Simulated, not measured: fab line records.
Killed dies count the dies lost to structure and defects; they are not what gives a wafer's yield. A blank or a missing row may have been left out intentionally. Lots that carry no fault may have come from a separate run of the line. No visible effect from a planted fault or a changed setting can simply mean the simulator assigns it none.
Split-lot trial || flow n5-finfet || 7 lots, 39 wafers read, on a route of 1938 steps

== THE SPLIT ==
At N5_BEOL_M0_TRENCH_ETCH_107 (etches SiOC in C4F6/O2, target depth 32.8 nm, time 16.4 s), the setting target-depth-a was moved away from the recipe's 328 angstrom on 15 of the 39 wafers read, by -51.8% to +41.6%. This setting was run at the recipe's value on the other wafers.

== SPLIT TO READING: what lies between them in the file, 1 step ==
- N5_BEOL_M0_STRIP_142: strips in N2/H2, time 10 s

== THE READING ==
trench-depth-nm, in nm, at N5_BEOL_M0_OCD_MEAS_108. Fault-free wafers of this fab line usually give 32.7 nm, standard deviation 0.47 nm.

{"wafer": "L074.2", "tool, chamber at the split": "rie-diel-05, 1", "target-depth-a as run, angstrom": 328, "against the recipe": "recipe", "trench-depth-nm, nm": 33.3, "against lot-mates on the recipe": "-"}
{"wafer": "L074.3", "tool, chamber at the split": "rie-diel-05, 3", "target-depth-a as run, angstrom": 328, "against the recipe": "recipe", "trench-depth-nm, nm": 32.7, "against lot-mates on the recipe": "-"}
{"wafer": "L074.5", "tool, chamber at the split": "rie-diel-05, 0", "target-depth-a as run, angstrom": 328, "against the recipe": "recipe", "trench-depth-nm, nm": 33.3, "against lot-mates on the recipe": "-"}
{"wafer": "L075.1", "tool, chamber at the split": "rie-diel-01, 2", "target-depth-a as run, angstrom": 158, "against the recipe": "-51.8%", "trench-depth-nm, nm": 15.5, "against lot-mates on the recipe": -17.8}
{"wafer": "L075.2", "tool, chamber at the split": "rie-diel-01, 3", "target-depth-a as run, angstrom": 158, "against the recipe": "-51.8%", "trench-depth-nm, nm": 15.9, "against lot-mates on the recipe": -17.4}
{"wafer": "L075.3", "tool, chamber at the split": "rie-diel-01, 1", "target-depth-a as run, angstrom": 328, "against the recipe": "recipe", "trench-depth-nm, nm": 33.1, "against lot-mates on the recipe": "-"}
{"wafer": "L075.4", "tool, chamber at the split": "rie-diel-01, 0", "target-depth-a as run, angstrom": 158, "against the recipe": "-51.8%", "trench-depth-nm, nm": 16.4, "against lot-mates on the recipe": -16.9}
{"wafer": "L075.5", "tool, chamber at the split": "rie-diel-01, 1", "target-depth-a as run, angstrom": 328, "against the recipe": "recipe", "trench-depth-nm, nm": 33.6, "against lot-mates on the recipe": "-"}
{"wafer": "L075.6", "tool, chamber at the split": "rie-diel-01, 0", "target-depth-a as run, angstrom": 328, "against the recipe": "recipe", "trench-depth-nm, nm": 33.1, "against lot-mates on the recipe": "-"}
{"wafer": "L077.1", "tool, chamber at the split": "rie-diel-04, 1", "target-depth-a as run, angstrom": 259, "against the recipe": "-21.0%", "trench-depth-nm, nm": 26.5, "against lot-mates on the recipe": -6.9}
{"wafer": "L077.2", "tool, chamber at the split": "rie-diel-04, 2", "target-depth-a as run, angstrom": 328, "against the recipe": "recipe", "trench-depth-nm, nm": 32.6, "against lot-mates on the recipe": "-"}
{"wafer": "L077.3", "tool, chamber at the split": "rie-diel-04, 0", "target-depth-a as run, angstrom": 259, "against the recipe": "-21.0%", "trench-depth-nm, nm": 26.4, "against lot-mates on the recipe": -7.0}
{"wafer": "L077.4", "tool, chamber at the split": "rie-diel-04, 3", "target-depth-a as run, angstrom": 328, "against the recipe": "recipe", "trench-depth-nm, nm": 33.5, "against lot-mates on the recipe": "-"}
{"wafer": "L077.5", "tool, chamber at the split": "rie-diel-04, 1", "target-depth-a as run, angstrom": 328, "against the recipe": "recipe", "trench-depth-nm, nm": 34.1, "against lot-mates on the recipe": "-"}
{"wafer": "L077.6", "tool, chamber at the split": "rie-diel-04, 2", "target-depth-a as run, angstrom": 259, "against the recipe": "-21.0%", "trench-depth-nm, nm": 25.9, "against lot-mates on the recipe": -7.5}
{"wafer": "L079.1", "tool, chamber at the split": "rie-diel-01, 0", "target-depth-a as run, angstrom": 328, "against the recipe": "recipe", "trench-depth-nm, nm": 33.1, "against lot-mates on the recipe": "-"}
{"wafer": "L079.2", "tool, chamber at the split": "rie-diel-01, 1,3", "target-depth-a as run, angstrom": 328, "against the recipe": "recipe", "trench-depth-nm, nm": 33.0, "against lot-mates on the recipe": "-"}
{"wafer": "L079.3", "tool, chamber at the split": "rie-diel-01, 2", "target-depth-a as run, angstrom": 328, "against the recipe": "recipe", "trench-depth-nm, nm": 32.3, "against lot-mates on the recipe": "-"}
{"wafer": "L079.4", "tool, chamber at the split": "rie-diel-01, 1,3", "target-depth-a as run, angstrom": 328, "against the recipe": "recipe", "trench-depth-nm, nm": 32.9, "against lot-mates on the recipe": "-"}
{"wafer": "L079.5", "tool, chamber at the split": "rie-diel-01, 0", "target-depth-a as run, angstrom": 328, "against the recipe": "recipe", "trench-depth-nm, nm": 33.3, "against lot-mates on the recipe": "-"}
{"wafer": "L079.6", "tool, chamber at the split": "rie-diel-01, 1", "target-depth-a as run, angstrom": 328, "against the recipe": "recipe", "trench-depth-nm, nm": 32.4, "against lot-mates on the recipe": "-"}
{"wafer": "L085.1", "tool, chamber at the split": "rie-diel-05, 2", "target-depth-a as run, angstrom": 219.2, "against the recipe": "-33.2%", "trench-depth-nm, nm": 21.8, "against lot-mates on the recipe": -10.7}
{"wafer": "L085.2", "tool, chamber at the split": "rie-diel-05, 3", "target-depth-a as run, angstrom": 219.2, "against the recipe": "-33.2%", "trench-depth-nm, nm": 21.5, "against lot-mates on the recipe": -11.0}
{"wafer": "L085.3", "tool, chamber at the split": "rie-diel-05, 0", "target-depth-a as run, angstrom": 328, "against the recipe": "recipe", "trench-depth-nm, nm": 32.6, "against lot-mates on the recipe": "-"}
{"wafer": "L085.4", "tool, chamber at the split": "rie-diel-05, 1", "target-depth-a as run, angstrom": 219.2, "against the recipe": "-33.2%", "trench-depth-nm, nm": 22.0, "against lot-mates on the recipe": -10.5}
{"wafer": "L085.5", "tool, chamber at the split": "rie-diel-05, 3", "target-depth-a as run, angstrom": 328, "against the recipe": "recipe", "trench-depth-nm, nm": 32.3, "against lot-mates on the recipe": "-"}
{"wafer": "L085.6", "tool, chamber at the split": "rie-diel-05, 0", "target-depth-a as run, angstrom": 328, "against the recipe": "recipe", "trench-depth-nm, nm": 32.6, "against lot-mates on the recipe": "-"}
{"wafer": "L091.1", "tool, chamber at the split": "rie-diel-01, 0", "target-depth-a as run, angstrom": 328, "against the recipe": "recipe", "trench-depth-nm, nm": 32.7, "against lot-mates on the recipe": "-"}
{"wafer": "L091.2", "tool, chamber at the split": "rie-diel-01, 2", "target-depth-a as run, angstrom": 201.3, "against the recipe": "-38.6%", "trench-depth-nm, nm": 19.7, "against lot-mates on the recipe": -13.1}
{"wafer": "L091.3", "tool, chamber at the split": "rie-diel-01, 3", "target-depth-a as run, angstrom": 328, "against the recipe": "recipe", "trench-depth-nm, nm": 33.1, "against lot-mates on the recipe": "-"}
{"wafer": "L091.4", "tool, chamber at the split": "rie-diel-01, 1,0", "target-depth-a as run, angstrom": 201.3, "against the recipe": "-38.6%", "trench-depth-nm, nm": 19.9, "against lot-mates on the recipe": -12.9}
{"wafer": "L091.5", "tool, chamber at the split": "rie-diel-01, 1", "target-depth-a as run, angstrom": 328, "against the recipe": "recipe", "trench-depth-nm, nm": 32.6, "against lot-mates on the recipe": "-"}
{"wafer": "L091.6", "tool, chamber at the split": "rie-diel-01, 1,0", "target-depth-a as run, angstrom": 201.3, "against the recipe": "-38.6%", "trench-depth-nm, nm": 20.0, "against lot-mates on the recipe": -12.8}
{"wafer": "L094.1", "tool, chamber at the split": "rie-diel-04, 1", "target-depth-a as run, angstrom": 464.4, "against the recipe": "+41.6%", "trench-depth-nm, nm": 46.9, "against lot-mates on the recipe": "+14.0"}
{"wafer": "L094.2", "tool, chamber at the split": "rie-diel-04, 3", "target-depth-a as run, angstrom": 464.4, "against the recipe": "+41.6%", "trench-depth-nm, nm": 47.3, "against lot-mates on the recipe": "+14.4"}
{"wafer": "L094.3", "tool, chamber at the split": "rie-diel-04, 0", "target-depth-a as run, angstrom": 328, "against the recipe": "recipe", "trench-depth-nm, nm": 33.3, "against lot-mates on the recipe": "-"}
{"wafer": "L094.4", "tool, chamber at the split": "rie-diel-04, 3", "target-depth-a as run, angstrom": 464.4, "against the recipe": "+41.6%", "trench-depth-nm, nm": 46.7, "against lot-mates on the recipe": "+13.8"}
{"wafer": "L094.5", "tool, chamber at the split": "rie-diel-04, 0", "target-depth-a as run, angstrom": 328, "against the recipe": "recipe", "trench-depth-nm, nm": 33.3, "against lot-mates on the recipe": "-"}
{"wafer": "L094.6", "tool, chamber at the split": "rie-diel-04, 1", "target-depth-a as run, angstrom": 328, "against the recipe": "recipe", "trench-depth-nm, nm": 32.2, "against lot-mates on the recipe": "-"}
When a row names more than one chamber, that row covers several wafers, and the file does not tell which wafer ran in which chamber.

FIT RESULTS
A straight line over all 39 wafers: trench-depth-nm changes by +0.334 nm for each +1% of target-depth-a; r = +1.00; the points scatter about the line by 0.43 nm.
The same after taking each lot's own level away (the mean of its wafers on the recipe; 39 wafers): +0.334 nm for each +1%; r = +1.00; scatter 0.36 nm.
On that fit, the largest move of target-depth-a shifts the reading by 17 nm.
Measured against the standard deviation above, the lots' own levels, which go from 32.50 to 33.40 nm, span 1.9 times it.
The two slopes agree, so the slope changes little with the lot-to-lot level.
Check: -17.2 nm against its lot-mates is what the line predicts for one of the wafers moved furthest among these (-51.8%) when that wafer is left out of the fit. Against them it came out at -17.8 nm.

== FURTHER SPLITS ON THESE WAFERS ==
Other splits were also applied to these wafers ahead of the reading. Each is held against what the fit with the lots' levels taken away leaves over:
{"other split on the same wafers": "N5_ZERO_LAYER_DEVELOP_10 develop-time-s", "wafers away from the commonest value": 18, "r with trench-depth-nm (lot level and that fit taken away)": "+0.31"}
{"other split on the same wafers": "N5_FIN_SAQP_PECVD_06 time-s", "wafers away from the commonest value": 12, "r with trench-depth-nm (lot level and that fit taken away)": "+0.23"}
{"other split on the same wafers": "N5_STI_FIN_REVEAL_ETCHBACK_08 time-s", "wafers away from the commonest value": 18, "r with trench-depth-nm (lot level and that fit taken away)": -0.13}
{"other split on the same wafers": "N5_HKMG_FIN_CVD_62 time-s", "wafers away from the commonest value": 12, "r with trench-depth-nm (lot level and that fit taken away)": -0.10}
{"other split on the same wafers": "N5_GATE_CUT_ALD_22 ald-cycles", "wafers away from the commonest value": 15, "r with trench-depth-nm (lot level and that fit taken away)": -0.25}

== THE WHOLE CHAIN: every reading that the file lists as answering this split, in the file's order ==
{"step": "N5_BEOL_M0_TRENCH_ETCH_107", "what it does": "etches SiOC in C4F6/O2, target depth 32.8 nm, time 16.4 s", "reading": "BEOL_M0.feature-depth-nm (the simulator's own value, which no gauge read)", "change (the file's fit)": "+0.334 nm for each +1% of the setting", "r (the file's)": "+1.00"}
{"step": "N5_BEOL_M0_TRENCH_ETCH_107", "what it does": "etches SiOC in C4F6/O2, target depth 32.8 nm, time 16.4 s", "reading": "TiN_of_BEOL_M0_SAQP_HM_DEP_02.thk-nm (the simulator's own value, which no gauge read)", "change (the file's fit)": "-0.0131 nm for each +1% of the setting", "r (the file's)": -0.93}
{"step": "N5_BEOL_M0_OCD_MEAS_108", "what it does": "", "reading": "trench-depth-nm", "change (the file's fit)": "+0.334 nm for each +1% of the setting", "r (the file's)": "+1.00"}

== THE FILE'S OWN FIT ==
trench-depth-nm changes by +0.334 nm for each +1% of target-depth-a, r = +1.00.
